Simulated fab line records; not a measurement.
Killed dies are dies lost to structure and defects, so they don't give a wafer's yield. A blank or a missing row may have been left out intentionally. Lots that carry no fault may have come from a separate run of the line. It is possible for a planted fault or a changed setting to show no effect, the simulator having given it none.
Matching of chambers | flow n5-finfet | N5_BEOL_M9_DEP_56 on pecvd-02: 3 sister chambers
The step deposits SiCN from 3MS/NH3, target thk 15 nm, time 26.5 s. 3 wafers are shown with their chamber, then 12 later ones without.

WAFERS WITH THEIR CHAMBER
wafer  | chamber | showerhead-plenum-p-Torr (Torr)
L083.3 | 0       | 3.642
L083.4 | 1       | 3.684
L083.5 | 2       | 3.688

WAFERS WHOSE CHAMBER IS MISSING
wafer  | showerhead-plenum-p-Torr (Torr)
L093.3 | 3.654
L093.4 | 3.683
L093.5 | 3.640
L092.1 | 3.678
L092.2 | 3.677
L092.6 | 3.683
L091.1 | 3.680
L091.3 | 3.676
L091.6 | 3.674
L094.1 | 3.655
L094.2 | 3.672
L094.3 | 3.686

WHICH CHAMBER EACH ONE RAN IN
wafer  | from the rows above     | in truth
L093.3 | 0                       | 0
L093.4 | can't be placed: 1 or 2 | 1
L093.5 | 0                       | 0
L092.1 | can't be placed: 1 or 2 | 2
L092.2 | can't be placed: 1 or 2 | 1
L092.6 | can't be placed: 1 or 2 | 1
L091.1 | can't be placed: 1 or 2 | 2
L091.3 | can't be placed: 1 or 2 | 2
L091.6 | can't be placed: 1 or 2 | 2
L094.1 | 0                       | 0
L094.2 | can't be placed: 1 or 2 | 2
L094.3 | can't be placed: 1 or 2 | 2
Placed correctly: 3 of 12. Not placeable from these rows: 9 (in 9, the candidates include the true chamber). Wrongly placed: 0.
How it was worked out, from the rows above alone: a wafer's distance from a chamber is the root of the sum, over the readings, of the square of ((its reading less the chamber's mean) divided by the reading's scatter). If the next closest chamber is less than 2 further off than the closest, the wafer can't be placed; otherwise it belongs to the closest. Each chamber's mean is taken over the wafers shown for it. The scatter (one wafer shown for each chamber): square how far every hidden wafer sits from the nearest shown wafer, average those squares and take the square root.
